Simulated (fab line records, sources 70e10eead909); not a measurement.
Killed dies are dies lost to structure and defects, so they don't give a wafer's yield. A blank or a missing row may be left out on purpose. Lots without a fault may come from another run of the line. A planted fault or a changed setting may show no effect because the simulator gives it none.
fab line records | flow nand_harc
record lots=12 wafers=36 last_day=24
route steps=1159 shown P_STI@87 P_GATE@142
lots that met no fault: from a run of the same line without faults
start_h: hours from the record's first day to the start of the lot's first wafer shown | wait_h: hours since the lot's step before | " the same as in the row above | L1.1+2: a row that stands for several wafers | - no value, or no start given | * or withheld: withheld | < > ~ a bound
route shown NAME@n: a module of which the file shows steps, and the number in the route of the first | usual: mean/standard deviation of fault-free wafers | same: alike in all rows | chamber/n: place in a boat | sites: the reading at each site | _std_site: their standard deviation | _edge_site: outer sites' mean less inner sites' | radius_mm: how far each site lies from the wafer's centre | mask NAME#n: copy n | behind: the tool/chamber that last shaped the wafer | hold: why the lot was held/for how many hours/how that ended | device: the transistor (n, p or np) that didn't switch | end of line: the same wafers' tests at the end of the route | a step without rows: its recipe alone | killed: dies lost to structure and defects at the first sort, not the wafer's yield | map: a wafer's dies, x killed, . not, _ none there
set.NAME: the setting as run; set.NAME@STEP: as run at that earlier step | model.NAME: the simulator's own value behind a step, which no gauge read
steps of the route over a sample of lots; a table a step, a row a wafer
services: from which hour (start_h, from the record's first day; less than 0 if before it) a tool's chamber was out of use, for how many hours, and why
## steps
# step NHARC_P_STI_DESCUM_14
# recipe time_s=3 o2_flow_sccm=200 ar_flow_sccm=0 bias_power_w=0 chemistry=O2
# usual drypump_motor_current_A=5.6/0.55 oes_product_au=1.000/0.0081 rf_vpp_V=57.8/0.88 showerhead_plenum_p_Torr=1.95/0.08 throttle_valve_pct=11.312/0.0096
# columns lot.wafer tool chamber start_h wait_h drypump_motor_current_A oes_product_au rf_hours_counter_h rf_vpp_V showerhead_plenum_p_Torr throttle_valve_pct
L757.1 rie_diel-12 3 35.24 - 5.1 1.000 0 57.5 2.02 11.308
L757.2 " 2 " " 5.1 0.996 0 56.7 1.92 11.328
L757.5 " 2 " " 5.1 0.999 - 56.9 1.92 11.316
L758.1 rie_diel-05 2 41.22 - 5.9 1.019 1.1 56.5 1.85 11.312
L758.3 " 1 " " 5.8 1.007 1.3 59.1 1.97 11.311
L758.4 " 1 " " 5.8 1.002 - 58.0 1.97 11.304
L759.1 rie_diel-12 2 47.23 - 5.1 1.000 0.4 58.1 1.92 11.306
L759.2 " 0 " " 6.7 1.000 0.4 56.7 2.07 11.318
L759.6 " 3 " " 5.1 0.990 - 57.8 2.02 11.311
L761.4 rie_diel-12 2 59.44 - 5.1 0.996 0.7 56.4 1.92 11.321
L761.3 " 0 " " 6.7 1.003 0.6 56.9 2.07 11.319
L761.1 " 1 " " 5.7 1.003 1.1 58.8 1.92 11.319
L763.3 rie_diel-12 0 71.50 - 6.7 1.004 0.7 57.7 2.07 11.300
L763.4 " 1 " " 5.8 1.002 1.3 57.9 1.92 11.313
L763.6 " 3 " " 5.1 1.003 - 56.4 2.02 11.308
L766.1 rie_diel-05 1 88.96 - 5.8 0.987 3.5 56.9 1.97 11.302
L766.2 " 3 " " 6.4 1.002 3.5 57.9 2.05 11.306
L766.6 " 2 " " 6.0 1.012 - 58.6 1.85 11.317
L770.4 rie_diel-08 2 114.55 - 5.6 1.011 4.0 57.1 1.92 11.307
L770.2 " 3 " " 5.3 0.999 3.9 57.4 2.00 11.299
L770.5 " 0 " " 6.2 1.005 - 58.3 2.06 11.317
L771.1 rie_diel-12 0 121.02 - 6.7 1.008 4.2 57.3 2.07 11.331
L771.2 " 1 " " 5.7 1.004 4.3 58.0 1.92 11.312
L771.5 " 3 " " 5.1 1.003 - 59.2 2.02 11.317
L776.3 rie_diel-05 1 152.38 - 5.8 0.995 6.7 57.6 1.97 11.313
L776.4 " 3 " " 6.4 1.005 6.2 57.8 2.05 11.309
L776.6 " 2 " " 5.9 1.011 - 57.9 1.85 11.297
L777.2 rie_diel-08 3 152.54 - 5.2 0.986 0.4 57.8 2.00 11.316
L777.1 " 1 " " 5.3 0.984 0.3 58.0 1.92 11.286
L777.6 " 3 " " 5.2 0.988 - 59.1 2.00 11.292
L779.3 rie_diel-08 1 168.22 - 5.3 0.984 0.7 57.7 1.91 11.305
L779.2 " 3 " " 5.3 1.003 0.9 57.6 2.00 11.312
L779.6 " 0 " " 6.2 0.996 - 57.2 2.06 11.312
L780.2 rie_diel-05 0 173.67 - 4.8 1.003 0 57.3 1.80 11.320
L780.4 " 3 " " 6.4 1.005 0 58.7 2.05 11.323
L780.6 " 0 " " 4.8 1.001 - 57.7 1.80 11.309
# step NHARC_P_GATE_OVL_MEAS_27
# usual overlay_x_nm=0.3/0.79 overlay_y_nm=0.1/0.57
# columns lot.wafer tool chamber start_h wait_h overlay_x_nm overlay_y_nm
L757.1 overlay-01 - 90.68 - 1.1 -0.1
L757.2 " - " " 1.2 0.1
L757.5 " - " " 0.4 -0.3
L759.1 overlay-02 - 96.59 - -0.2 -0.5
L759.2 " - " " -0.3 0.0
L759.6 " - " " 0.1 0.8
L758.1 overlay-02 - 100.20 - 0.0 0.1
L758.3 " - " " 0.4 0.3
L758.4 " - " " 0.2 -0.2
L761.1 overlay-01 - 110.76 - 0.3 -1.1
L761.3 " - " " 0.0 -1.1
L761.4 " - " " 0.3 -0.2
L763.3 overlay-02 - 123.92 - -1.0 -0.2
L763.4 " - " " -0.7 0.2
L763.6 " - " " -0.7 0.2
L766.1 overlay-01 - 137.97 - 0.2 -0.6
L766.2 " - " " -0.2 -0.4
L766.6 " - " " 0.1 -0.6
L770.2 overlay-02 - 168.19 - 0.2 0.3
L770.4 " - " " 0.3 0.4
L770.5 " - " " 0.4 0.2
L771.1 overlay-01 - 176.60 - 0.3 -0.1
L771.2 " - " " 0.8 -0.5
L771.5 " - " " 0.5 -0.6
L777.1 overlay-02 - 207.71 - -0.1 1.0
L777.2 " - " " 0.3 0.4
L777.6 " - " " -0.1 0.7
L776.3 overlay-02 - 208.22 - 0.6 -0.2
L776.4 " - " " 0.5 0.0
L776.6 " - " " 0.1 -0.5
L779.2 overlay-02 - 221.20 - 0.1 0.7
L779.3 " - " " -0.3 0.8
L779.6 " - " " -0.1 0.6
L780.2 overlay-02 - 221.55 - -1.4 1.6
L780.4 " - " " -0.4 0.8
L780.6 " - " " -0.8 1.2
# step NHARC_P_GATE_ETCH_114
# recipe target_depth_a=300 overetch_a=30 time_s=16.5 ion_energy_ev=100 cf4_flow_sccm=80 o2_flow_sccm=20 ar_flow_sccm=0 rf_w=300 bias_w=100 chemistry=CF4/O2
# usual drypump_motor_current_A=5.87/0.24 oes_product_au=0.996/0.01 rf_vpp_V=197.6/1.5 showerhead_plenum_p_Torr=1.32/0.061 throttle_valve_pct=13.398/0.0087
# columns lot.wafer tool chamber start_h wait_h drypump_motor_current_A oes_product_au rf_hours_counter_h rf_vpp_V showerhead_plenum_p_Torr throttle_valve_pct
L757.1 rie_diel-07 0 - - 5.93 1.002 9 197.8 1.37 13.399
L757.2 " 3 " " 5.71 0.997 9 198.7 1.28 13.387
L757.5 " 0 " " 5.93 1.007 - 199.3 1.37 13.401
L759.1 rie_diel-03 2 - - 6.27 0.996 17 194.1 1.26 13.385
L759.2 " 0 " " 5.83 0.997 19 198.4 1.34 13.401
L759.6 " 2 " " 6.26 1.005 - 196.6 1.26 13.401
L758.3 rie_diel-01 1 - - 5.84 1.006 40 196.5 1.31 13.405
L758.4 " 2 " " 6.20 1.003 47 196.2 1.29 13.408
L758.1 " 3 " " 5.23 0.997 43 194.9 1.26 13.408
L761.3 rie_diel-07 0 - - 5.95 0.997 11 197.2 1.37 13.391
L761.1 " 1 " " 5.66 0.983 8 199.7 1.44 13.402
L761.4 " 3 " " 5.70 0.982 12 197.0 1.28 13.412
L763.4 rie_diel-01 0 - - 6.08 0.996 57 199.2 1.38 13.406
L763.3 " 1 " " 5.82 1.006 49 197.0 1.31 13.390
L763.6 " 3 " " 5.24 0.996 - 195.4 1.26 13.398
L766.1 rie_diel-07 0 - - 5.97 0.997 16 199.0 1.36 13.392
L766.2 " 1 " " 5.65 0.986 13 200.3 1.44 13.404
L766.6 " 0 " " 5.91 1.000 - 199.5 1.36 13.397
L770.2 rie_diel-07 3 - - 5.70 0.992 20 197.0 1.28 13.399
L770.4 " 0 " " 5.91 1.009 19 200.2 1.36 13.396
L770.5 " 1 " " 5.62 0.988 - 199.1 1.43 13.397
L771.1 rie_diel-07 3 - - 5.72 0.989 21 196.0 1.28 13.378
L771.2 " 1 " " 5.68 0.980 17 201.2 1.43 13.397
L771.5 " 2 " " 5.93 0.999 - 197.5 1.28 13.405
L777.2 rie_diel-03 3 - - 6.17 0.985 57 197.3 1.33 13.396
L777.1 " 2 " " 6.30 1.006 53 196.1 1.25 13.400
L777.6 " 0 " " 5.84 0.981 - 199.0 1.33 13.402
L776.4 rie_diel-03 3 - - 6.17 0.995 57 198.0 1.33 13.388
L776.3 " 1 " " 6.08 0.997 48 195.1 1.24 13.394
L776.6 " 0 " " 5.85 0.987 - 198.2 1.33 13.403
L779.3 rie_diel-07 3 - - 5.71 0.999 29 197.0 1.28 13.390
L779.2 " 0 " " 5.91 1.005 30 197.7 1.36 13.379
L779.6 " 3 " " 5.70 0.994 - 195.8 1.27 13.399
L780.2 rie_diel-07 0 - - 5.95 1.006 30 198.2 1.36 13.379
L780.4 " 1 " " 5.64 0.972 27 200.3 1.43 13.407
L780.6 " 2 " " 5.93 1.014 - 195.9 1.27 13.392
# step NHARC_P_GATE_ALD_36
# recipe target_thk_a=200 pulse_time_s=60 ald_cycles=223 temp_c=400 material=SiNx
# usual ald_cycles=223/0 heater_power_w=859/85 precursor_pulse_height_rel=1.000/0.018
# columns lot.wafer tool chamber start_h wait_h ald_cycles heater_power_w precursor_pulse_height_rel
L757.2 ald_sin-03 1 94.24 - 223 898 1.019
L757.1 " 2 95.28 - 223 872 0.991
L757.5 " 0 97.38 - 223 1095 1.015
L759.1 ald_sin-01 0 99.24 - 223 895 0.978
L759.2 " 1 100.31 - 223 816 1.014
L759.6 " 3 102.43 - 223 713 0.994
L758.1 ald_sin-02 3 101.68 - 223 767 1.033
L758.3 " 0 103.09 - 223 802 1.007
L758.4 " 3 105.90 - 223 742 0.988
L761.3 ald_sin-01 1 112.17 - 223 836 1.002
L761.1 " 2 113.22 - 223 887 0.970
L761.4 " 3 114.26 - 223 725 1.007
L763.3 ald_sin-01 3 125.51 - 223 725 1.002
L763.6 " 3 129.80 - 223 738 1.006
L763.4 " 0 131.23 - 223 895 1.006
L766.2 ald_sin-03 3 139.48 - 223 859 0.996
L766.1 " 0 140.54 - 223 1068 0.996
L766.6 " 3 143.75 - 223 902 1.015
L770.4 ald_sin-01 1 170.67 - 251 797 1.016
L770.2 " 3 172.76 - 251 718 1.004
L770.5 " 0 173.81 - 251 893 0.982
L771.1 ald_sin-01 0 179.02 - 251 893 0.984
L771.2 " 2 181.16 - 251 867 1.004
L771.5 " 0 183.29 - 251 917 1.020
L777.1 ald_sin-02 0 209.15 - 223 783 0.992
L777.2 " 1 210.22 - 223 869 0.988
L777.6 " 0 213.40 - 223 772 0.995
L776.4 ald_sin-03 3 209.63 - 223 896 1.000
L776.3 " 0 210.67 - 223 1075 1.013
L776.6 " 0 214.83 - 223 1040 0.993
L779.2 ald_sin-02 1 222.59 - 223 847 1.014
L779.3 " 3 224.69 - 223 769 0.986
L779.6 " 2 227.83 - 223 842 1.014
L780.4 ald_sin-03 1 224.10 - 223 827 1.006
L780.2 " 3 226.21 - 223 898 1.008
L780.6 " 0 227.27 - 223 1066 0.997
## services
# columns tool chamber start_h hours kind
rie_diel-07 1 22.13 47.9 repair
rie_diel-12 - 25.40 9.0 pm
rie_diel-05 3 32.01 4.6 repair
rie_diel-05 0 33.05 22.1 repair
rie_diel-12 2 38.26 4.9 repair
rie_diel-03 - 38.30 9.0 pm
ald_sin-03 0 43.89 4.9 repair
rie_diel-07 - 51.22 9.0 pm
ald_sin-01 2 60.55 16.5 repair
rie_diel-12 3 100.38 3.9 repair
ald_sin-01 1 104.99 5.9 repair
ald_sin-03 - 108.85 10.0 pm
rie_diel-07 2 113.00 2.9 repair
rie_diel-12 - 131.52 0.3 repair
rie_diel-05 2 134.01 4.2 repair
ald_sin-01 2 149.39 6.2 repair
ald_sin-01 - 149.98 10.0 pm
rie_diel-05 - 163.60 9.0 pm
rie_diel-05 1 195.22 6.1 repair
rie_diel-07 3 195.50 2.0 repair
ald_sin-01 0 196.82 16.6 repair
rie_diel-05 2 197.80 8.4 repair
rie_diel-12 - 202.40 9.0 pm
rie_diel-07 - 224.97 0.5 repair
## key
first_sign step=NHARC_P_GATE_ALD_36 reading=ald_cycles direction=up sigmas=99+ usual=223 struck=251
effect none on later readings
met_at NHARC_P_GATE_ALD_36
struck_lots L770,L771
tester_left_out L770,L771
not_acting_at NHARC_P_STI_DESCUM_14,NHARC_P_GATE_OVL_MEAS_27,NHARC_P_GATE_ETCH_114
onset_between 125.51 170.67
fault kind=process_parameter_drift tool=ald_sin-01 chamber=- onset_h=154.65 steps=NHARC_P_GATE_ALD_36 channel=ald_cycles offset=28 shape=step end_h=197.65 stated=223
# tester_left_out: of these lots the tester's yield and bins aren't shown, on N5 and GAA mostly nor the transistor test; their killed dies are dies lost to structure and defects alone, not to doping, threshold or leakage, so they don't give the yield
